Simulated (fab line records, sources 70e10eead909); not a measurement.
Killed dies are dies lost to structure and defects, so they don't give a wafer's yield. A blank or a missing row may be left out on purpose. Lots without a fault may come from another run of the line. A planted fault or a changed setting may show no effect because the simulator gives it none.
Which tool did it? | flow nand_harc | 12 lots, 36 wafers sampled, at 5 steps of a route of 1159

WHAT THE GAUGES READ, wafer by wafer
NHARC_END_SORT_01.
lot  | measured     | on        | killed_at_array | killed_at_other | killed_at_periphery | killed_dies | killed_open | killed_short
L188 | day 19 15:27 | prober-01 | 24 21 18        | 0 0 0           | 0 4 4               | 24 25 22    | 3 5 2       | 2 2 0
L189 | day 19 22:42 | prober-02 | 14 14 11        | 1 0 0           | 4 5 6               | 19 19 17    | 3 6 3       | 6 1 5
L190 | day 20 04:05 | prober-02 | 29 20 24        | 0 2 2           | 12 7 10             | 41 29 36    | 3 2 4       | 3 0 1
L192 | day 20 00:04 | prober-01 | 15 18 15        | 0 0 0           | 7 6 5               | 22 24 20    | 1 5 2       | 6 2 6
L191 | day 20 14:00 | prober-02 | 32 18 32        | 0 0 0           | 4 1 3               | 36 19 35    | 3 1 4       | 3 0 2
L193 | day 20 06:16 | prober-01 | 29 15 14        | 1 2 0           | 2 8 2               | 32 25 16    | 7 3 0       | 3 2 1
L196 | day 21 16:02 | prober-01 | 20 23 29        | 1 1 0           | 5 5 4               | 26 29 33    | 2 5 3       | 2 2 4
L195 | day 21 14:20 | prober-02 | 35 25 32        | 0 1 0           | 4 7 6               | 39 33 38    | 1 3 3       | 2 2 4
L198 | day 21 22:07 | prober-02 | 33 39 26        | 1 0 0           | 3 5 4               | 37 44 30    | 6 5 4       | 3 1 2
L203 | day 23 07:19 | prober-02 | 28 674 48       | 2 0 0           | 5 3 1               | 35 677 49   | 2 2 5       | 0 0 5
L208 | day 24 01:02 | prober-02 | 32 38 18        | 0 1 1           | 2 2 4               | 34 41 23    | 4 3 2       | 1 3 0
L210 | day 25 14:41 | prober-01 | 29 23 15        | 2 2 2           | 2 3 1               | 33 28 18    | 4 3 5       | 4 1 2

WHICH TOOL RAN EACH LOT (tool, then ch and the chambers of the sampled wafers, then the start)
lot  | NHARC_A_STAIRCASE_ETCH_201                    | NHARC_A_STAIRCASE_ETCH_221                    | NHARC_A_STAIRCASE_ETCH_223                    | NHARC_A_STAIRCASE_TRIM_233
L188 | rie_diel-05 ch 1,2,3, day 11 02:52 or earlier | rie_diel-13 ch 0,1,3, day 11 02:52 or earlier | rie_diel-13 ch 1,2, day 11 02:52 or earlier   | rie_diel-08 ch 0,1,2, day 11 02:52
L189 | rie_diel-13 ch 1,2, day 11 15:04 or earlier   | rie_diel-05 ch 1,2,3, day 11 15:04 or earlier | rie_diel-05 ch 0,1,3, day 11 15:04 or earlier | rie_diel-05 ch 0,1,3, day 11 15:04
L190 | rie_diel-05 ch 0,1, day 11 16:32 or earlier   | rie_diel-05 ch 0,1, day 11 16:32 or earlier   | rie_diel-05 ch 2,3, day 11 16:32 or earlier   | rie_diel-13 ch 0,2,3, day 11 16:32
L192 | rie_diel-05 ch 0,1, day 11 23:14 or earlier   | rie_diel-05 ch 0,2,3, day 11 23:14 or earlier | rie_diel-05 ch 1,2,3, day 11 23:14 or earlier | rie_diel-05 ch 1,2, day 11 23:14
L191 | rie_diel-08 ch 0,1,2, day 12 00:45 or earlier | rie_diel-08 ch 0,3, day 12 00:45 or earlier   | rie_diel-08 ch 1,2,3, day 12 00:45 or earlier | rie_diel-08 ch 1,2, day 12 00:45
L193 | rie_diel-08 ch 0,2, day 12 06:31 or earlier   | rie_diel-05 ch 0,2,3, day 12 06:31 or earlier | rie_diel-05 ch 0,2,3, day 12 06:31 or earlier | rie_diel-13 ch 0,2, day 12 06:31
L196 | rie_diel-08 ch 1,2, day 13 04:08 or earlier   | rie_diel-13 ch 1,2,3, day 13 04:08 or earlier | rie_diel-13 ch 0,1,3, day 13 04:08 or earlier | rie_diel-05 ch 0,1,2, day 13 04:08
L195 | rie_diel-05 ch 1,2,3, day 13 05:07 or earlier | rie_diel-05 ch 0,2,3, day 13 05:07 or earlier | rie_diel-05 ch 1,2, day 13 05:07 or earlier   | rie_diel-13 ch 0,1,2, day 13 05:07
L198 | rie_diel-05 ch 1,2, day 13 14:18 or earlier   | rie_diel-13 ch 1,3, day 13 14:18 or earlier   | rie_diel-13 ch 0,1,3, day 13 14:18 or earlier | rie_diel-05 ch 0,1,2, day 13 14:18
L203 | rie_diel-08 ch 1,2, day 15 10:13 or earlier   | rie_diel-13 ch 0,2, day 15 10:13 or earlier   | rie_diel-13 ch 2,3, day 15 10:13 or earlier   | rie_diel-13 ch 0,1,2, day 15 10:13
L208 | rie_diel-05 ch 0,3, day 15 22:10 or earlier   | rie_diel-13 ch 1,2,3, day 15 22:10 or earlier | rie_diel-13 ch 1,3, day 15 22:10 or earlier   | rie_diel-05 ch 0,2,3, day 15 22:10
L210 | rie_diel-05 ch 0,1,3, day 17 00:28 or earlier | rie_diel-13 ch 0,1,3, day 17 00:28 or earlier | rie_diel-13 ch 1,2,3, day 17 00:28 or earlier | rie_diel-05 ch 0,2,3, day 17 00:28
- NHARC_A_STAIRCASE_ETCH_201: etches the open film in C4F8/O2, target depth 100 nm, time 40.5 s.
- NHARC_A_STAIRCASE_ETCH_221: etches the open film in C4F8/O2, target depth 100 nm, time 40.5 s.
- NHARC_A_STAIRCASE_ETCH_223: etches the open film in C4F8/O2, target depth 100 nm, time 40.5 s.
- NHARC_A_STAIRCASE_TRIM_233: chemistry O2, time 211.2 s.

WHAT THE TOOLS THEMSELVES READ (means of the sampled wafers that have a number; where no wafer has one, the mark that the record gives instead)
NHARC_A_STAIRCASE_ETCH_201.
lot  | tool        | oes_product_au (a.u.) | rf_vpp_V (V)
L188 | rie_diel-05 | 0.948                 | 895
L189 | rie_diel-13 | 0.932                 | 894
L190 | rie_diel-05 | 0.929                 | 895
L192 | rie_diel-05 | 0.932                 | 899
L191 | rie_diel-08 | 0.956                 | 890
L193 | rie_diel-08 | 0.949                 | 890
L196 | rie_diel-08 | 0.953                 | 889
L195 | rie_diel-05 | 0.941                 | 896
L198 | rie_diel-05 | 0.950                 | 895
L203 | rie_diel-08 | 0.947                 | 890
L208 | rie_diel-05 | 0.943                 | 890
L210 | rie_diel-05 | 0.958                 | 894

NHARC_A_STAIRCASE_ETCH_221.
lot  | tool        | oes_product_au (a.u.) | rf_vpp_V (V)
L188 | rie_diel-13 | 0.920                 | 896
L189 | rie_diel-05 | 0.939                 | 897
L190 | rie_diel-05 | 0.925                 | 899
L192 | rie_diel-05 | 0.937                 | 892
L191 | rie_diel-08 | 0.943                 | 889
L193 | rie_diel-05 | 0.946                 | 893
L196 | rie_diel-13 | 0.937                 | 898
L195 | rie_diel-05 | 0.926                 | 892
L198 | rie_diel-13 | 0.946                 | 900
L203 | rie_diel-13 | 0.924                 | 892
L208 | rie_diel-13 | 0.932                 | 897
L210 | rie_diel-13 | 0.923                 | 895

NHARC_A_STAIRCASE_ETCH_223.
lot  | tool        | oes_product_au (a.u.) | rf_vpp_V (V)
L188 | rie_diel-13 | 0.924                 | 894
L189 | rie_diel-05 | 0.928                 | 896
L190 | rie_diel-05 | 0.935                 | 893
L192 | rie_diel-05 | 0.931                 | 896
L191 | rie_diel-08 | 0.947                 | 889
L193 | rie_diel-05 | 0.948                 | 892
L196 | rie_diel-13 | 0.938                 | 895
L195 | rie_diel-05 | 0.953                 | 895
L198 | rie_diel-13 | 0.950                 | 896
L203 | rie_diel-13 | 0.922                 | 901
L208 | rie_diel-13 | 0.926                 | 897
L210 | rie_diel-13 | 0.917                 | 896

NHARC_A_STAIRCASE_TRIM_233.
lot  | tool        | drypump_motor_current_A (A) | oes_product_au (a.u.) | rf_vpp_V (V) | showerhead_plenum_p_Torr (Torr) | throttle_valve_pct (%)
L188 | rie_diel-08 | 5.5                         | 1.001                 | 57.3         | 3.37                            | 17.042
L189 | rie_diel-05 | 5.9                         | 0.996                 | 58.5         | 3.51                            | 17.041
L190 | rie_diel-13 | 5.8                         | 0.990                 | 57.2         | 3.54                            | 17.031
L192 | rie_diel-05 | 6.2                         | 1.007                 | 57.2         | 3.54                            | 17.029
L191 | rie_diel-08 | 5.3                         | 0.994                 | 57.0         | 3.36                            | 17.046
L193 | rie_diel-13 | 5.8                         | 0.990                 | 57.6         | 3.39                            | 17.037
L196 | rie_diel-05 | 6.0                         | 1.003                 | 56.8         | 3.51                            | 17.027
L195 | rie_diel-13 | 5.7                         | 0.994                 | 57.0         | 3.42                            | 17.038
L198 | rie_diel-05 | 6.0                         | 0.996                 | 58.1         | 3.51                            | 17.038
L203 | rie_diel-13 | 5.7                         | 1.114                 | 57.1         | 3.41                            | 17.036
L208 | rie_diel-05 | 5.8                         | 0.996                 | 57.1         | 3.40                            | 17.033
L210 | rie_diel-05 | 5.8                         | 1.002                 | 57.4         | 3.40                            | 17.036

THE ANSWER, worked out from the rows above alone
Rule: what is usual is taken from the lots themselves. Put in order of their means at a reading, lots are off if they are a third of the lots or fewer, leave a main group of 4 or more, and stand apart from it by a gap of 3 or more times the standard deviation of the main group's means; of several such gaps the widest counts. A main group whose means are all the same, to the digits that the tables above print for the reading, isn't used. A lot without any number at a reading at which 4 lots or more have one is off too. The other lots that the step has rows for count as sound. The gauges are gone through in route order, then the tools' own readings, and for those a lot's mean is taken as printed above. The first step at which some lot is off is used, and at that step the reading that is off furthest; a lot without a number counts as furthest.
Off: L203, at NHARC_END_SORT_01 (killed_at_array). The main group: mean 24, standard deviation 5.8.
A tool fits if, at a process step before that reading, it ran every lot that is off, and no sound lot after the first of them. The gauges at NHARC_END_SORT_01 aren't tried: what is off there is off at NHARC_A_STAIRCASE_TRIM_233 too, on other tools, and a gauge's error can't cause that. NHARC_A_STAIRCASE_ETCH_201 gives no start for some lots, so the hours and the order of its lots are those of NHARC_A_STAIRCASE_TRIM_233. NHARC_A_STAIRCASE_ETCH_221 gives no start for some lots, so the hours and the order of its lots are those of NHARC_A_STAIRCASE_TRIM_233. NHARC_A_STAIRCASE_ETCH_223 gives no start for some lots, so the hours and the order of its lots are those of NHARC_A_STAIRCASE_TRIM_233. Can't be told from this: 2 tools fit, rie_diel-08 at NHARC_A_STAIRCASE_ETCH_201, rie_diel-13 at NHARC_A_STAIRCASE_TRIM_233.

WHAT THE SIMULATOR HAD PUT IN
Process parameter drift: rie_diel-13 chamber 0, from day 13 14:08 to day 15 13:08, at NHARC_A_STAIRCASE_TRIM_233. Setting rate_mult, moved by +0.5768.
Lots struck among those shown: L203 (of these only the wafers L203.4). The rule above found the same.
